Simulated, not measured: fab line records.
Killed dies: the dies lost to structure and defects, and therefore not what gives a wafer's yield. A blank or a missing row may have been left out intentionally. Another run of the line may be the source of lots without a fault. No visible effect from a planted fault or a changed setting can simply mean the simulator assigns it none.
Matching of chambers :: flow n5-finfet :: pecvd-01 running N5_FIN_SAQP_PECVD_48: 3 sister chambers
The step deposits SiNx from SiH4/NH3/N2, target thk 25 nm, time 22.1 s. 3 wafers are shown with their chamber, then 7 later ones without.

== WAFERS, EACH WITH ITS CHAMBER ==
wafer: L086.1
chamber: 2
throttle-valve-pct (%): 42.2

wafer: L089.4
chamber: 0
throttle-valve-pct (%): 39.3

wafer: L089.5
chamber: 1
throttle-valve-pct (%): 38.6

== WAFERS WHOSE CHAMBER IS MISSING ==
wafer: L089.6
throttle-valve-pct (%): 42.0

wafer: L093.2
throttle-valve-pct (%): 39.2

wafer: L093.5
throttle-valve-pct (%): 39.2

wafer: L093.6
throttle-valve-pct (%): 38.8

wafer: L097.1
throttle-valve-pct (%): 38.6

wafer: L097.5
throttle-valve-pct (%): 42.4

wafer: L097.6
throttle-valve-pct (%): 39.0

== CHAMBER TAKEN BY EACH ==
wafer: L089.6
from the rows above: 2
in truth: 2

wafer: L093.2
from the rows above: 0
in truth: 0

wafer: L093.5
from the rows above: 0
in truth: 0

wafer: L093.6
from the rows above: can't be placed: 1 or 0
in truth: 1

wafer: L097.1
from the rows above: 1
in truth: 1

wafer: L097.5
from the rows above: 2
in truth: 2

wafer: L097.6
from the rows above: can't be placed: 0 or 1
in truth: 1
Correct placement for 5 of the 7. Not placeable from these rows: 2 (in 2, the candidates include the true chamber). 0 placed wrongly.
How it was worked out, from the rows above alone: a wafer's distance from a chamber is the root of the sum, over the readings, of the square of ((its reading less the chamber's mean) divided by the reading's scatter). The wafer belongs to the nearest chamber; if the next one is less than 2 further off, it can't be placed. A chamber's mean is the mean of its shown wafers. The scatter: root of mean squared gap, hidden wafer to nearest shown wafer, with one shown wafer a chamber.
